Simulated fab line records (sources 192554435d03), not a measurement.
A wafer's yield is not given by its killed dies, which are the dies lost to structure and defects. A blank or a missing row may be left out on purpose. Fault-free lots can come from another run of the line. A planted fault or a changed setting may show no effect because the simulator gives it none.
Matching of chambers || flow n5 finfet || N5_BEOL_M0_PRE_CLEAN_131 on cvd co-01 has 3 sister chambers
The step time 15 s. 6 wafers are shown with their chamber, then 7 later ones without.

## EACH WAFER AND ITS CHAMBER
{"wafer": "L863.5", "chamber": 2, "heater power outer w (W)": 14, "heater power w (W)": 85}
{"wafer": "L867.2", "chamber": 0, "heater power outer w (W)": 13, "heater power w (W)": 65}
{"wafer": "L867.3", "chamber": 2, "heater power outer w (W)": 13, "heater power w (W)": 85}
{"wafer": "L867.4", "chamber": 1, "heater power outer w (W)": 26, "heater power w (W)": 87}
{"wafer": "L868.2", "chamber": 1, "heater power outer w (W)": 26, "heater power w (W)": 88}
{"wafer": "L868.3", "chamber": 0, "heater power outer w (W)": 13, "heater power w (W)": 66}

## WAFERS WITHOUT THEIR CHAMBER
{"wafer": "L868.5", "heater power outer w (W)": 13, "heater power w (W)": 68}
{"wafer": "L873.1", "heater power outer w (W)": 25, "heater power w (W)": 87}
{"wafer": "L873.3", "heater power outer w (W)": 14, "heater power w (W)": 69}
{"wafer": "L873.5", "heater power outer w (W)": 14, "heater power w (W)": 83}
{"wafer": "L874.2", "heater power outer w (W)": 13, "heater power w (W)": 83}
{"wafer": "L874.3", "heater power outer w (W)": 13, "heater power w (W)": 66}
{"wafer": "L874.5", "heater power outer w (W)": 14, "heater power w (W)": 86}

## CHAMBER TAKEN BY EACH
{"wafer": "L868.5", "from the rows above": 0, "in truth": 0}
{"wafer": "L873.1", "from the rows above": 1, "in truth": 1}
{"wafer": "L873.3", "from the rows above": 0, "in truth": 0}
{"wafer": "L873.5", "from the rows above": 2, "in truth": 2}
{"wafer": "L874.2", "from the rows above": 2, "in truth": 2}
{"wafer": "L874.3", "from the rows above": 0, "in truth": 0}
{"wafer": "L874.5", "from the rows above": 2, "in truth": 2}
Correct placement for 7 of the 7. Not placeable from these rows: 0. Number placed wrongly: 0.
How it was worked out, from the rows above alone: a wafer's distance from a chamber is the root of the sum, over the readings, of the square of ((its reading less the chamber's mean) divided by the reading's scatter). If the next closest chamber is less than 2 further off than the closest, the wafer can't be placed; otherwise it belongs to the closest. A chamber's mean is the mean of its shown wafers. The scatter: the root of (the sum of the squares of (reading less its chamber's mean) over the shown wafers, divided by (wafers less chambers)).
